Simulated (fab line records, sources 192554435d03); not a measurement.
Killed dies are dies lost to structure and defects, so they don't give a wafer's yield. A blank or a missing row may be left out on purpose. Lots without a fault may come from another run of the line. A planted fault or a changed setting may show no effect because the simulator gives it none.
Which tool did it? | flow n5_finfet | 9 lots, 26 wafers sampled, at 2 steps of a route of 1938

WHAT THE GAUGES READ, wafer by wafer
N5_BEOL_M4_RC_MEAS_101. Usual: DIBL_N 36.3 mV/V, standard deviation 1.4; DIBL_P 36.2 mV/V, standard deviation 1.5; IOFF_N 0.160 nA/um, standard deviation 0.021; IOFF_P 0.211 nA/um, standard deviation 0.027; ION_N 676 uA/um, standard deviation 7.7; ION_P 463 uA/um, standard deviation 5.5; SS_N 71.4 mV/dec, standard deviation 0.57; SS_P 73.3 mV/dec, standard deviation 0.58; VT_N 249.3 mV, standard deviation 2.5; VT_P -250.1 mV, standard deviation 2.6.
lot  | measured     | on        | DIBL_N (mV/V)  | DIBL_P (mV/V)  | IOFF_N (nA/um)    | IOFF_P (nA/um)    | ION_N (uA/um) | ION_P (uA/um) | SS_N (mV/dec)  | SS_P (mV/dec)  | VT_N (mV)         | VT_P (mV)            | flag
L975 | day 8 13:32  | prober-01 | 38.2 37.7 39.7 | 38.3 36.9 38.2 | 0.174 0.154 0.195 | 0.251 0.215 0.248 | 683 675 675   | 471 464 465   | 72.4 72.0 72.0 | 73.7 73.3 73.9 | 248.6 250.5 248.5 | -245.4 -246.7 -249.7 |
L976 | day 8 18:29  | prober-01 | 34.7 35.4 35.9 | 35.4 35.5 36.0 | 0.147 0.154 0.162 | 0.193 0.193 0.212 | 674 673 676   | 461 457 463   | 70.8 71.6 71.6 | 72.1 73.2 72.9 | 249.7 250.8 249.0 | -250.8 -250.3 -249.7 |
L977 | day 8 15:43  | prober-02 | 37.4 37.2 37.6 | 37.7 36.4 37.6 | 0.176 0.156 0.172 | 0.234 0.216 0.230 | 681 669 673   | 472 460 465   | 71.2 71.7 71.4 | 74.2 74.4 73.6 | 245.6 251.1 246.3 | -246.2 -246.7 -246.6 |
L978 | day 8 21:04  | prober-02 | 37.4 35.2 37.5 | 38.7 35.6 38.4 | 0.190 0.150 0.201 | 0.217 0.176 0.208 | 691 671 688   | 466 457 466   | 71.3 70.5 71.4 | 72.6 72.5 72.7 | 247.0 248.2 245.2 | -251.9 -253.0 -251.5 |
L981 | day 9 22:33  | prober-01 | 37.1 35.9 36.6 | 35.6 34.0 34.4 | 0.154 0.139 0.144 | 0.203 0.198 0.193 | 673 677 665   | 460 469 468   | 71.1 70.9 70.8 | 73.5 72.5 72.9 | 250.1 249.1 248.3 | -250.2 -248.9 -249.8 |
L982 | day 10 01:46 | prober-01 | 35.9 35.3 35.4 | 37.6 36.3 35.6 | 0.178 0.157 0.154 | 0.229 0.213 0.201 | 687 672 679   | 463 461 461   | 71.1 70.7 70.4 | 73.7 73.3 73.0 | 248.4 251.2 248.0 | -251.9 -250.3 -248.6 |
L984 | day 11 04:47 | prober-01 | 34.8 37.6 35.2 | 33.4 37.7 33.9 | 0.129 0.172 0.131 | 0.172 0.227 0.173 | 665 680 677   | 459 464 459   | 71.0 71.2 71.1 | 72.6 73.9 72.5 | 253.6 246.5 250.5 | -249.8 -248.4 -249.7 |
L985 | day 10 22:40 | prober-01 | 34.4 36.0 35.0 | 35.3 37.7 35.8 | 0.131 0.168 0.136 | 0.202 0.234 0.205 | 670 674 660   | 464 470 456   | 71.1 71.9 71.7 | 72.9 74.5 73.6 | 252.5 247.5 252.5 | -251.6 -246.9 -250.2 |
L990 | day 12 01:35 | prober-01 | 38.8 36.8      | 38.3 36.7      | 0.210 0.172       | 0.260 0.236       | 679 685       | 466 462       | 71.5 71.6      | 73.9 73.6      | 245.5 248.6       | -248.1 -248.9        |

WHICH TOOL RAN EACH LOT (tool, then ch and the chambers of the sampled wafers, then the start)
lot  | N5_MOL_CONTACT_COAG_ETCH_48
L975 | rie_diel-05 ch 0,3, day 5 16:08
L976 | rie_diel-04 ch 2,3, day 5 17:07
L977 | rie_diel-05 ch 2,3, day 5 22:25
L978 | rie_diel-04 ch 1,3, day 6 03:05
L981 | rie_diel-04 ch 0,1,2, day 6 23:44
L982 | rie_diel-06 ch 0,1,2, day 7 07:33
L984 | rie_diel-04 ch 0,1, day 7 21:37
L985 | rie_diel-04 ch 0,2,3, day 7 22:19
L990 | rie_diel-04 ch 1,2, day 9 02:17
- N5_MOL_CONTACT_COAG_ETCH_48: etches SiOC in C4F6/O2, target depth 15 nm, overetch 4.5 nm, time 17 s.

WHAT THE TOOLS THEMSELVES READ (means of the sampled wafers that have a number; where no wafer has one, the mark that the record gives instead)
N5_MOL_CONTACT_COAG_ETCH_48. Usual: drypump_motor_current_A 5.8 A, standard deviation 0.33; oes_product_au 0.68 a.u., standard deviation 0.072; rf_vpp_V 1597 V, standard deviation 15; showerhead_plenum_p_Torr 2.87 Torr, standard deviation 0.078; throttle_valve_pct 40.4 %, standard deviation 0.32.
lot  | tool        | drypump_motor_current_A (A) | oes_product_au (a.u.) | rf_vpp_V (V) | showerhead_plenum_p_Torr (Torr) | throttle_valve_pct (%) | flag
L975 | rie_diel-05 | 5.6                         | 0.60                  | 1587         | 2.77                            | 40.8                   |
L976 | rie_diel-04 | 5.8                         | 0.66                  | 1601         | 2.89                            | 40.7                   |
L977 | rie_diel-05 | 5.9                         | 0.67                  | 1593         | 2.84                            | 40.3                   |
L978 | rie_diel-04 | 5.7                         | 0.65                  | 1600         | 2.91                            | 40.3                   |
L981 | rie_diel-04 | 5.8                         | 0.73                  | 1608         | 2.89                            | 40.5                   |
L982 | rie_diel-06 | 6.0                         | 0.67                  | 1580         | 2.85                            | 40.4                   |
L984 | rie_diel-04 | 5.8                         | 0.70                  | 1607         | 2.89                            | 40.1                   |
L985 | rie_diel-04 | 5.6                         | 0.71                  | 1609         | 2.89                            | 40.5                   |
L990 | rie_diel-04 | 6.0                         | 0.73                  | 1600         | 2.88                            | 40.5                   |

THE ANSWER, worked out from the rows above alone
Rule: a lot is off if the mean of its wafers that have a number lies more than 3 standard deviations from the usual mean. A lot without any number at a reading at which 4 lots or more have one is off too. The other lots that the step has rows for count as sound. The gauges are gone through in route order, then the tools' own readings, and for those a lot's mean is taken as printed above. The first step at which some lot is off is used, and at that step the reading that is off furthest; a lot without a number counts as furthest.
No lot is off at any reading shown: from this, nothing can be told.

WHAT THE SIMULATOR HAD PUT IN
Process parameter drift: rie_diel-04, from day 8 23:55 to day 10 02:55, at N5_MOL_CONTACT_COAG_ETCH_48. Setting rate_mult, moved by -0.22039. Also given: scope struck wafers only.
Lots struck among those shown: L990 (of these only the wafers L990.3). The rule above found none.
